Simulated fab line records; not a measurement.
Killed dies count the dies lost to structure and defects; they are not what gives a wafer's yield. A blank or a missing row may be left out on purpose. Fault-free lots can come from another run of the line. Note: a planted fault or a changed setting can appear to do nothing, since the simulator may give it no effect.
Split-lot study + flow n5-finfet + on a route of 1938 steps: 7 lots, 39 wafers read

== THE SPLIT ==
At N5_HKMG_FIN_ALD_72 (deposits W, target thk 2 nm, pulse time 1 s, purge time 2 s), the setting ald-cycles was moved away from the recipe's 7 on 9 of the 39 wafers read, by -28.6% to +57.1%. For the rest of the wafers, this setting stayed at what the recipe calls for.

The reading comes from the split's own step.

== THE READING ==
W_of_HKMG_FIN_ALD_72.thk-nm (the simulator's own value, which no gauge read), in nm, at N5_HKMG_FIN_ALD_72 (deposits W, target thk 2 nm, pulse time 1 s, purge time 2 s). The file does not state a usual value for it. Average 2.0 nm, standard deviation 0.096 nm, over the 30 wafers here run with the recipe.

| wafer  | tool, chamber at the split | ald-cycles as run | against the recipe | W_of_HKMG_FIN_ALD_72.thk-nm, nm | against lot-mates on the recipe |
|--------|----------------------------|-------------------|--------------------|---------------------------------|---------------------------------|
| L074.1 | cvd-w-02, 1,0,0,1,0,1      | 7                 | recipe             | 2                               | -                               |
| L074.2 | cvd-w-02, 1,0,0,1,0,1      | 7                 | recipe             | 2                               | -                               |
| L074.3 | cvd-w-02, 1,0,0,1,0,1      | 7                 | recipe             | 2                               | -                               |
| L074.4 | cvd-w-02, 1,0,0,1,0,1      | 7                 | recipe             | 2                               | -                               |
| L074.5 | cvd-w-02, 1,0,0,1,0,1      | 7                 | recipe             | 2                               | -                               |
| L074.6 | cvd-w-02, 1,0,0,1,0,1      | 7                 | recipe             | 2                               | -                               |
| L075.1 | cvd-w-02, 0                | 10                | +42.9%             | 2.8                             | +0.9                            |
| L075.3 | cvd-w-02, 0                | 10                | +42.9%             | 2.8                             | +0.9                            |
| L075.5 | cvd-w-02, 0                | 10                | +42.9%             | 2.8                             | +0.9                            |
| L075.2 | cvd-w-02, 1                | 7                 | recipe             | 2                               | -                               |
| L075.4 | cvd-w-02, 1                | 7                 | recipe             | 1.8                             | -                               |
| L075.6 | cvd-w-02, 1                | 7                 | recipe             | 1.8                             | -                               |
| L081.1 | cvd-w-01, 0                | 7                 | recipe             | 2                               | -                               |
| L081.6 | cvd-w-01, 0                | 7                 | recipe             | 2                               | -                               |
| L081.2 | cvd-w-01, 1                | 7                 | recipe             | 1.8                             | -                               |
| L081.3 | cvd-w-01, 0,1,1            | 5                 | -28.6%             | 1.4                             | -0.5                            |
| L081.4 | cvd-w-01, 0,1,1            | 5                 | -28.6%             | 1.4                             | -0.5                            |
| L081.5 | cvd-w-01, 0,1,1            | 5                 | -28.6%             | 1.4                             | -0.5                            |
| L086.1 | cvd-w-01, 1                | 7                 | recipe             | 2.2                             | -                               |
| L086.4 | cvd-w-01, 1,0              | 7                 | recipe             | 2                               | -                               |
| L086.5 | cvd-w-01, 1,0              | 7                 | recipe             | 2                               | -                               |
| L087.1 | cvd-w-02, 1                | 11                | +57.1%             | 3                               | +1.1                            |
| L087.5 | cvd-w-02, 1                | 11                | +57.1%             | 3                               | +1.1                            |
| L087.2 | cvd-w-02, 0,1              | 7                 | recipe             | 2                               | -                               |
| L087.3 | cvd-w-02, 0,1              | 7                 | recipe             | 2                               | -                               |
| L087.4 | cvd-w-02, 0                | 11                | +57.1%             | 3.2                             | +1.3                            |
| L087.6 | cvd-w-02, 0                | 7                 | recipe             | 1.8                             | -                               |
| L088.1 | cvd-w-01, 0,1,1,0,1,0      | 7                 | recipe             | 2                               | -                               |
| L088.2 | cvd-w-01, 0,1,1,0,1,0      | 7                 | recipe             | 2                               | -                               |
| L088.3 | cvd-w-01, 0,1,1,0,1,0      | 7                 | recipe             | 2                               | -                               |
| L088.4 | cvd-w-01, 0,1,1,0,1,0      | 7                 | recipe             | 2                               | -                               |
| L088.5 | cvd-w-01, 0,1,1,0,1,0      | 7                 | recipe             | 2                               | -                               |
| L088.6 | cvd-w-01, 0,1,1,0,1,0      | 7                 | recipe             | 2                               | -                               |
| L090.1 | cvd-w-01, 0,1,1,0          | 7                 | recipe             | 2                               | -                               |
| L090.2 | cvd-w-01, 0,1,1,0          | 7                 | recipe             | 2                               | -                               |
| L090.3 | cvd-w-01, 0,1,1,0          | 7                 | recipe             | 2                               | -                               |
| L090.4 | cvd-w-01, 0,1,1,0          | 7                 | recipe             | 2                               | -                               |
| L090.5 | cvd-w-01, 1,0              | 7                 | recipe             | 2.2                             | -                               |
| L090.6 | cvd-w-01, 1,0              | 7                 | recipe             | 2.2                             | -                               |
Where a row lists several chambers, the file gives one row for several wafers and doesn't say which wafer went through which chamber.

FIT RESULTS
A straight line over all 39 wafers: W_of_HKMG_FIN_ALD_72.thk-nm changes by +0.0191 nm for each +1% of ald-cycles; r = +0.98; the points scatter about the line by 0.092 nm.
The same after taking each lot's own level away (the mean of its wafers on the recipe; 39 wafers): +0.0202 nm for each +1%; r = +0.99; scatter 0.075 nm.
That fit puts the effect of the largest move of ald-cycles on the reading at 1.2 nm.
The span of the lots' own levels, 1.87 to 2.07 nm, comes to 2.1 times the standard deviation stated above.
Hence the lot-to-lot level has little effect on the slope; both slopes agree.
Check: with one of the wafers moved furthest among these (+57.1%) left out of the fit, the line predicts +1.18 nm for it against its lot-mates. It came out at +1.07 nm against them.

== ADDITIONAL SPLITS CARRIED BY THESE WAFERS ==
Before the reading, these wafers also passed through other splits. Each is held against what the fit with the lots' levels taken away leaves over:
| other split on the same wafers | wafers away from the commonest value | r with W_of_HKMG_FIN_ALD_72.thk-nm (lot level and that fit taken away) |
|--------------------------------|--------------------------------------|------------------------------------------------------------------------|
| N5_FIN_SAQP_HM_DEP_03 time-s   | 15                                   | -0.16                                                                  |

== THE FILE'S OWN FIT ==
W_of_HKMG_FIN_ALD_72.thk-nm changes by +0.0203 nm for each +1% of ald-cycles, r = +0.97.
